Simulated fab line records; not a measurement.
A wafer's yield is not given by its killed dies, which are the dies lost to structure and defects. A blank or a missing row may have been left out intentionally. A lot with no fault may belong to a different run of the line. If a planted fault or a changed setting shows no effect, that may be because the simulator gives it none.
Chamber matching -- flow n5Finfet -- 3 sister chambers for N5_FIN_SAQP_PECVD_48 on pecvd-02
The step deposits SiNx from SiH4/NH3/N2, target thk 25 nm, time 22.1 s. 3 wafers are shown with their chamber, then 11 later ones without.

WAFERS PAIRED WITH THEIR CHAMBERS
wafer,chamber,showerheadPlenumPTorr (Torr)
L081.4,1,5.26
L088.4,2,5.10
L090.2,0,5.11

WAFERS WITHOUT THEIR CHAMBER
wafer,showerheadPlenumPTorr (Torr)
L090.3,5.26
L090.4,5.25
L091.3,5.10
L091.4,5.09
L091.6,5.24
L093.4,5.10
L093.5,5.10
L093.6,5.26
L097.1,5.11
L097.3,5.24
L097.5,5.10

EACH ONE'S CHAMBER
wafer,from the rows above,in truth
L090.3,1,1
L090.4,1,1
L091.3,can't be placed: 2 or 0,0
L091.4,can't be placed: 2 or 0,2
L091.6,1,1
L093.4,can't be placed: 2 or 0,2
L093.5,can't be placed: 2 or 0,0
L093.6,1,1
L097.1,can't be placed: 0 or 2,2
L097.3,1,1
L097.5,can't be placed: 2 or 0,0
5 of 11 placed correctly. Cannot be placed on the basis of these rows: 6; the candidates contain the true chamber in 6. Number placed wrongly: 0.
How it was worked out, from the rows above alone: a wafer's distance from a chamber is the root of the sum, over the readings, of the square of ((its reading less the chamber's mean) divided by the reading's scatter). If the next closest chamber is less than 2 further off than the closest, the wafer can't be placed; otherwise it belongs to the closest. Each chamber's mean is taken over the wafers shown for it. The scatter: root of mean squared gap, hidden wafer to nearest shown wafer, with one shown wafer a chamber.
